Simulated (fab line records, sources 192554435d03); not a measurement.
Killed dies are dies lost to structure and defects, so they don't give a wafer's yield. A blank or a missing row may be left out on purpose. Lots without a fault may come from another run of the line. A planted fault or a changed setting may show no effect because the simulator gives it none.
Chamber matching | flow n5_finfet | N5_SDB_ETCH_17 on rie_diel-05: 4 sister chambers
The step etches SiARC in CF4, target depth 23.4 nm, time 39 s. 8 wafers are shown with their chamber, then 7 later ones without.

WAFERS WITH THEIR CHAMBER
wafer  | chamber | showerhead_plenum_p_Torr (Torr) | drypump_motor_current_A (A)
L757.3 | 0       | 2.09                            | 5.6
L761.4 | 1       | 2.20                            | 6.3
L761.5 | 2       | 2.15                            | 6.6
L762.4 | 1       | 2.20                            | 6.3
L762.5 | 3       | 2.25                            | 5.6
L762.6 | 2       | 2.15                            | 6.6
L764.1 | 3       | 2.25                            | 5.5
L764.4 | 0       | 2.08                            | 5.6

WAFERS WITHOUT THEIR CHAMBER
wafer  | showerhead_plenum_p_Torr (Torr) | drypump_motor_current_A (A)
L764.6 | 2.15                            | 6.6
L766.2 | 2.24                            | 5.5
L766.3 | 2.20                            | 6.2
L766.5 | 2.08                            | 5.6
L769.2 | 2.14                            | 6.6
L769.4 | 2.14                            | 6.6
L769.6 | 2.24                            | 5.5

WHICH CHAMBER EACH WENT THROUGH
wafer  | from the rows above | in truth
L764.6 | 2                   | 2
L766.2 | 3                   | 3
L766.3 | 1                   | 1
L766.5 | 0                   | 0
L769.2 | 2                   | 2
L769.4 | 2                   | 2
L769.6 | 3                   | 3
Placed correctly: 7 of 7. Can't be placed from these rows: 0. Placed wrongly: 0.
How it was worked out, from the rows above alone: a wafer's distance from a chamber is the root of the sum, over the readings, of the square of ((its reading less the chamber's mean) divided by the reading's scatter). The wafer belongs to the nearest chamber; if the next one is less than 2 further off, it can't be placed. A chamber's mean is the mean of its shown wafers. The scatter: the root of (the sum of the squares of (reading less its chamber's mean) over the shown wafers, divided by (wafers less chambers)).
